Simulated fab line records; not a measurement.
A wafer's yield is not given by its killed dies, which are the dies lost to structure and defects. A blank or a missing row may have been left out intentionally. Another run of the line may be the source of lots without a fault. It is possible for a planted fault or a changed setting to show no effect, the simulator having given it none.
Chamber matching :: flow nand-harc :: pecvd-01 running NHARC_A_M0_PRE_CLEAN_31: 3 sister chambers
The step time 12 s. 3 wafers are shown with their chamber, then 10 later ones without.

WAFERS WITH THEIR CHAMBER
wafer: L078.3
chamber: 1
heater-power-w (W): 682

wafer: L083.1
chamber: 2
heater-power-w (W): 573

wafer: L083.2
chamber: 0
heater-power-w (W): 576

WAFERS WHOSE CHAMBER IS MISSING
wafer: L083.5
heater-power-w (W): 583

wafer: L085.3
heater-power-w (W): 688

wafer: L085.5
heater-power-w (W): 684

wafer: L085.6
heater-power-w (W): 525

wafer: L095.1
heater-power-w (W): 555

wafer: L095.4
heater-power-w (W): 584

wafer: L095.5
heater-power-w (W): 677

wafer: L096.1
heater-power-w (W): 627

wafer: L096.3
heater-power-w (W): 607

wafer: L096.4
heater-power-w (W): 619

THE CHAMBER EACH PASSED THROUGH
wafer: L083.5
from the rows above: can't be placed: 0 or 2
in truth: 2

wafer: L085.3
from the rows above: 1
in truth: 1

wafer: L085.5
from the rows above: 1
in truth: 1

wafer: L085.6
from the rows above: can't be placed: 2 or 0
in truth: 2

wafer: L095.1
from the rows above: can't be placed: 2 or 0
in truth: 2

wafer: L095.4
from the rows above: can't be placed: 0 or 2
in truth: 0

wafer: L095.5
from the rows above: 1
in truth: 1

wafer: L096.1
from the rows above: can't be placed: 0 or 2 or 1
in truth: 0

wafer: L096.3
from the rows above: can't be placed: 0 or 2 or 1
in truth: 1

wafer: L096.4
from the rows above: can't be placed: 0 or 2 or 1
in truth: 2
3 of 10 placed correctly. From these rows, 7 cannot be placed; in 7 the true chamber is one of the candidates. Placed wrongly: 0.
How it was worked out, from the rows above alone: a wafer's distance from a chamber is the root of the sum, over the readings, of the square of ((its reading less the chamber's mean) divided by the reading's scatter). The wafer belongs to the nearest chamber; if the next one is less than 2 further off, it can't be placed. The mean given for a chamber averages the wafers shown for that chamber. The scatter: with one shown wafer a chamber, the root of the mean of the squares of how far each hidden wafer lies from its nearest shown one.
